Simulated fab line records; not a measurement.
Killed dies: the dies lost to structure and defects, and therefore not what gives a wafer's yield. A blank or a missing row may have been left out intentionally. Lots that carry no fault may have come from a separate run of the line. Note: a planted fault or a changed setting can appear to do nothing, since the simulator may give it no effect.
fab line records	flow n5Finfet	part 2 of 2: steps 5 to 6 of 6
record lots=24	wafers=72	lastDay=18
route steps=1938 shown FIN_SAQP@124 STI_FIN_REVEAL@189 DUMMY_GATE@236
lots with no fault: from the same line, run without faults
startH: hours from the record's opening day to when the first of the lot's shown wafers began	waitH: how many hours have passed since the lot's step before this one	" repeats the value in the row above	L1.1+2: several wafers, shown together as one row	- no value, or no start given	* or withheld: withheld	< > ~ a bound
route shown NAME@n: a module of which the file shows steps, and the number in the route of the first	usual: mean/standard deviation of fault-free wafers	same: alike in all rows	chamber/n: place in a boat	sites: the reading at each site	_std_site: standard deviation of those values	_edge_site: inner sites' mean taken away from outer sites' mean	radiusMm: for every site, how far away it sits from the centre of the wafer	mask NAME#n: copy n	behind: the most recent tool/chamber to have shaped the wafer	hold: the reason the lot was held/the length of the hold in hours/how it ended	device: the n, p or np transistor that did not switch	end of line: the same wafers' tests at the end of the route	where a step has no rows: the recipe by itself	killed: not the wafer's yield, but the dies lost to structure and defects at the first sort	map: a wafer's dies, marking killed ones x, the rest . and places with no die _
set.NAME: setting as actually run; set.NAME@STEP: the setting as run at that earlier step	model.NAME: the simulator's own value behind a step, which no gauge read
steps of the route over a sample of lots; a table a step, a row a wafer
services: a tool's chamber out of use, with start hour (startH, from the record's first day; less than 0 if before it), hours out, and reason
## steps
# step N5_STI_FIN_REVEAL_DENSIFY_30
# recipe tempC=*	timeS=*	ambient=N2	idleTempC=600	rampUpCPerS=150	rampDownCPerS=60	coolToC=600
# usual lampPowerPct=11.53/0.052	lamp_zone_2_pct=11.528/0.018	wafer_temp_C_max=*
lot.wafer	tool	chamber	startH	waitH	lampPowerPct	lamp_zone_2_pct	wafer_temp_C_max
L074.3	rtpAnneal-02	0	33.26	0.1	11.58	11.542	*
L074.5	"	0	"	"	11.59	11.505	*
L074.6	"	0	"	"	11.54	11.539	*
L075.1	rtpAnneal-01	0	40.44	0.0	11.51	11.525	*
L075.2	"	0	"	"	11.50	11.505	*
L075.6	"	0	"	"	11.50	11.543	*
L076.4	rtpAnneal-01	0	45.81	0.1	11.50	11.538	*
L076.5	"	0	"	"	11.48	11.549	*
L076.6	"	0	"	"	11.54	11.514	*
L077.2	rtpAnneal-01	0	51.16	0.1	11.59	11.528	*
L077.5	"	0	"	"	11.51	11.579	*
L077.6	"	0	"	"	11.58	11.517	*
L078.3	rtpAnneal-01	0	58.18	0.1	11.61	11.504	*
L078.4	"	0	"	"	11.63	11.536	*
L078.6	"	0	"	"	11.56	11.570	*
L079.2	rtpAnneal-01	0	63.61	0.1	11.48	11.526	*
L079.3	"	0	"	"	11.61	11.519	*
L079.4	"	0	"	"	11.51	11.538	*
L080.2	rtpAnneal-02	0	69.26	0.1	11.53	11.529	*
L080.5	"	0	"	"	11.59	11.534	*
L080.6	"	0	"	"	11.49	11.514	*
L081.1	rtpAnneal-02	0	75.11	0.0	11.56	11.559	*
L081.4	"	0	"	"	11.52	11.525	*
L081.5	"	0	"	"	11.60	11.525	*
L082.1	rtpAnneal-02	0	85.19	0.0	11.53	11.513	*
L082.3	"	0	"	"	11.51	11.513	*
L082.4	"	0	"	"	11.53	11.521	*
L083.3	rtpAnneal-02	0	89.39	0.2	11.58	11.534	*
L083.5	"	0	"	"	11.52	11.526	*
L083.6	"	0	"	"	11.55	11.534	*
L084.2	rtpAnneal-01	0	96.22	0.1	11.55	11.536	*
L084.3	"	0	"	"	11.52	11.507	*
L084.5	"	0	"	"	11.46	11.549	*
L085.2	rtpAnneal-02	0	102.99	0.1	11.51	11.531	*
L085.3	"	0	"	"	11.41	11.535	*
L085.4	"	0	"	"	11.53	11.541	*
L086.1	rtpAnneal-02	0	111.17	0.3	11.54	11.548	*
L086.5	"	0	"	"	11.55	11.512	*
L086.6	"	0	"	"	11.57	11.529	*
L087.1	rtpAnneal-02	0	114.31	0.0	11.46	11.535	*
L087.3	"	0	"	"	11.55	11.535	*
L087.6	"	0	"	"	11.47	11.517	*
L088.1	rtpAnneal-02	0	118.71	1.0	11.49	11.538	*
L088.5	"	0	"	"	11.58	11.512	*
L088.6	"	0	"	"	11.47	11.496	*
L089.2	rtpAnneal-02	0	123.93	0.3	11.56	11.509	*
L089.5	"	0	"	"	11.48	11.522	*
L089.6	"	0	"	"	11.58	11.484	*
L090.1	rtpAnneal-02	0	132.11	1.1	11.50	11.515	*
L090.3	"	0	"	"	11.62	11.555	*
L090.4	"	0	"	"	11.52	11.546	*
L091.1	rtpAnneal-02	0	136.52	0.1	11.64	11.523	*
L091.2	"	0	"	"	11.54	11.510	*
L091.3	"	0	"	"	11.58	11.511	*
L092.1	rtpAnneal-02	0	142.17	0.1	11.45	11.523	*
L092.4	"	0	"	"	11.55	11.540	*
L092.6	"	0	"	"	11.55	11.509	*
L093.1	rtpAnneal-02	0	147.36	0.2	11.55	11.514	*
L093.2	"	0	"	"	11.59	11.531	*
L093.4	"	0	"	"	11.60	11.541	*
L094.1	rtpAnneal-02	0	152.91	0.2	11.55	11.534	*
L094.5	"	0	"	"	11.57	11.542	*
L094.6	"	0	"	"	11.58	11.535	*
L095.3	rtpAnneal-02	0	159.69	0.3	11.55	11.509	*
L095.5	"	0	"	"	11.63	11.545	*
L095.6	"	0	"	"	11.49	11.537	*
L096.1	rtpAnneal-02	0	166.32	0.1	11.49	11.540	*
L096.2	"	0	"	"	11.61	11.521	*
L096.4	"	0	"	"	11.65	11.510	*
L097.2	rtpAnneal-02	0	175.98	0.2	11.49	11.508	*
L097.3	"	0	"	"	11.50	11.558	*
L097.5	"	0	"	"	11.52	11.524	*
# step N5_DUMMY_GATE_ETCH_36
# recipe chemistry=CF4	target=SiARC	targetDepthA=130	pressureMtorr=40	sourceW=545	biasW=36	Ar_flow_sccm=100	cf4FlowSccm=100	ionEnergyEv=80
# usual biasW=36.00/0.11	drypumpMotorCurrentA=5.7/0.42	oesProductAu=0.80/0.11	rfVppV=184.1/1.3	showerheadPlenumPTorr=2.14/0.084	throttleValvePct=15.68/0.2
lot.wafer	tool	chamber	startH	waitH	biasW	drypumpMotorCurrentA	oesProductAu	rfHoursCounterH	rfVppV	showerheadPlenumPTorr	throttleValvePct
L074.3	rieDiel-05	2	48.84	0.0	35.84	5.5	0.85	52	182.3	2.09	15.57
L074.5	"	0	"	"	36.09	5.4	0.72	-	184.0	2.04	15.72
L074.6	"	2	"	"	35.87	5.5	0.85	-	182.9	2.09	15.57
L075.1	rieDiel-05	0	54.21	0.0	36.07	5.4	0.71	192	182.6	2.04	15.71
L075.2	"	1	"	"	35.81	6.3	0.70	162	184.2	2.13	15.80
L075.6	"	3	"	"	36.12	5.9	0.94	-	184.1	2.28	15.35
L076.4	rieDiel-04	1	59.46	0.0	36.05	5.2	0.73	188	184.5	2.12	15.68
L076.5	"	1	"	"	35.96	5.1	0.72	-	184.2	2.12	15.69
L076.6	"	0	"	"	35.90	4.8	0.69	-	181.6	2.03	15.80
L077.2	rieDiel-02	3	63.79	0.0	36.10	5.8	0.69	248	183.6	2.10	15.96
L077.5	"	0	"	"	35.90	5.7	0.74	-	182.7	2.14	15.80
L077.6	"	1	"	"	35.99	5.1	0.67	-	183.6	2.13	16.13
L078.3	rieDiel-05	2	70.34	0.0	35.97	5.5	0.85	57	183.9	2.09	15.58
L078.4	"	0	"	"	35.97	5.4	0.72	195	183.9	2.04	15.70
L078.6	"	2	"	"	36.19	5.5	0.85	-	183.5	2.09	15.60
L079.2	rieDiel-02	1	75.89	0.0	36.15	5.1	0.67	239	184.6	2.13	16.10
L079.3	"	3	"	"	36.08	5.7	0.69	249	183.6	2.10	15.98
L079.4	"	2	"	"	35.85	5.9	0.94	7	185.7	2.27	15.41
L080.2	rieDiel-02	1	82.32	0.0	35.98	5.1	0.67	241	184.1	2.13	16.13
L080.5	"	2	"	"	36.00	5.9	0.94	-	185.0	2.27	15.43
L080.6	"	0	"	"	36.04	5.7	0.74	-	183.6	2.13	15.83
L081.1	rieDiel-05	3	88.32	0.0	35.75	5.9	0.90	18	186.4	2.27	15.37
L081.4	"	2	"	"	36.17	5.5	0.85	62	182.8	2.09	15.60
L081.5	"	3	"	"	36.05	5.9	0.92	-	186.4	2.27	15.35
L082.1	rieDiel-05	1	98.28	0.0	36.13	6.3	0.69	172	184.0	2.13	15.79
L082.3	"	3	"	"	36.04	5.9	0.91	21	184.1	2.27	15.35
L082.4	"	0	"	"	35.96	5.4	0.71	202	182.4	2.03	15.73
L083.3	rieDiel-02	0	102.37	0.0	35.91	5.7	0.73	169	184.2	2.13	15.82
L083.5	"	0	"	"	35.80	5.7	0.73	-	184.2	2.13	15.80
L083.6	"	1	"	"	35.89	5.1	0.67	-	184.0	2.13	16.12
L084.2	rieDiel-05	2	110.10	0.0	36.08	5.5	0.85	67	182.5	2.09	15.60
L084.3	"	0	"	"	36.02	5.4	0.71	204	182.9	2.03	15.72
L084.5	"	0	"	"	36.05	5.4	0.71	-	182.3	2.03	15.72
L085.2	rieDiel-05	2	115.60	0.0	36.04	5.5	0.85	69	184.6	2.09	15.62
L085.3	"	1	"	"	35.99	6.3	0.69	178	184.9	2.13	15.81
L085.4	"	0	"	"	35.88	5.4	0.71	206	183.0	2.03	15.73
L086.1	rieDiel-04	2	125.37	0.0	35.90	6.1	0.89	21	187.1	2.28	15.80
L086.5	"	1	"	"	35.84	5.2	0.70	-	183.7	2.11	15.71
L086.6	"	0	"	"	36.02	4.8	0.68	-	182.2	2.02	15.85
L087.1	rieDiel-05	2	126.39	0.0	36.11	5.5	0.83	73	184.0	2.09	15.63
L087.3	"	1	"	"	36.03	6.3	0.69	182	185.0	2.12	15.82
L087.6	"	3	"	"	36.01	5.9	0.89	-	186.1	2.27	15.37
L088.1	rieDiel-02	0	133.42	0.0	35.89	5.7	0.74	172	184.3	2.13	15.81
L088.5	"	2	"	"	35.79	5.9	0.91	-	187.1	2.27	15.44
L088.6	"	3	"	"	36.06	5.7	0.99	-	183.6	2.10	15.47
L089.2	rieDiel-04	2	136.23	0.0	35.96	6.2	0.90	24	185.9	2.28	15.80
L089.5	"	3	"	"	36.13	6.2	0.80	-	182.4	2.07	15.77
L089.6	"	0	"	"	36.09	4.8	0.67	-	182.0	2.02	15.86
L090.1	rieDiel-02	0	144.43	0.0	36.00	5.7	0.72	177	183.1	2.13	15.84
L090.3	"	2	"	"	36.02	5.9	0.89	24	184.4	2.27	15.43
L090.4	"	3	"	"	35.95	5.7	0.96	-	182.5	2.10	15.49
L091.1	rieDiel-04	1	148.49	0.0	35.95	5.2	0.69	213	182.9	2.11	15.72
L091.2	"	2	"	"	35.99	6.1	0.88	28	186.4	2.28	15.80
L091.3	"	3	"	"	36.08	6.2	0.79	109	183.3	2.07	15.77
L092.1	rieDiel-02	2	154.69	0.0	36.18	5.8	0.90	25	185.5	2.27	15.45
L092.4	"	3	"	"	35.94	5.8	0.96	14	183.5	2.10	15.49
L092.6	"	0	"	"	36.16	5.8	0.73	-	183.6	2.13	15.84
L093.1	rieDiel-02	3	161.93	0.0	36.13	5.8	0.96	16	183.4	2.10	15.49
L093.2	"	0	"	"	36.10	5.7	0.73	183	185.7	2.13	15.85
L093.4	"	2	"	"	35.96	5.9	0.89	27	185.7	2.26	15.45
L094.1	rieDiel-02	0	169.06	0.0	35.85	5.7	0.73	184	183.8	2.13	15.84
L094.5	"	0	"	"	35.87	5.7	0.73	-	185.3	2.13	15.85
L094.6	"	3	"	"	35.91	5.7	0.96	-	184.8	2.10	15.49
L095.3	rieDiel-04	2	172.16	0.0	36.12	6.1	0.88	35	186.9	2.27	15.83
L095.5	"	0	"	"	36.05	4.8	0.96	-	185.8	2.27	15.35
L095.6	"	3	"	"	36.13	6.2	0.79	-	182.3	2.07	15.80
L096.1	rieDiel-05	2	178.32	0.0	35.99	5.5	0.81	89	183.2	2.08	15.64
L096.2	"	0	"	"	36.01	5.3	0.70	225	182.1	2.03	15.76
L096.4	"	1	"	"	36.16	6.3	0.68	197	184.8	2.12	15.87
L097.2	rieDiel-04	1	188.01	0.0	35.91	5.2	0.69	226	184.1	2.11	15.75
L097.3	"	0	"	"	35.96	4.8	0.94	7	184.0	2.27	15.36
L097.5	"	2	"	"	35.93	6.2	0.87	-	185.1	2.27	15.84
## services
tool	chamber	startH	hours	kind
rieDiel-04	0	7.90	6.5	repair
rieDiel-04	-	9.25	0.3	repair
rieSi-01	0	16.50	6.5	repair
rieDiel-02	2	31.13	-	clean
rieDiel-02	2	31.13	-	consumableReplace:focusRing
rieDiel-02	2	31.13	-	consumableReplace:showerhead
rieDiel-02	2	31.13	14.0	scheduledDown
rieDiel-02	2	31.13	14.0	ventCycle
rieSi-06	3	39.92	-	clean
rieSi-06	3	39.92	-	consumableReplace:focusRing
rieSi-06	3	39.92	26.9	scheduledDown
rieSi-06	3	39.92	26.9	ventCycle
vaporEtch-01	1	44.07	2.9	repair
rieDiel-05	0	44.41	2.8	repair
rieDiel-05	1	45.34	8.6	repair
vaporEtch-01	0	62.72	0.9	repair
vaporEtch-02	-	65.31	0.4	repair
rieDiel-04	1	80.68	3.3	repair
rtpAnneal-01	-	105.79	69.1	pm
rieDiel-02	-	110.04	15.6	pm
rieSi-03	1	130.58	2.0	repair
rieDiel-04	3	138.80	6.5	repair
rieDiel-02	2	146.85	7.3	repair
rieDiel-02	-	174.45	5.9	repair
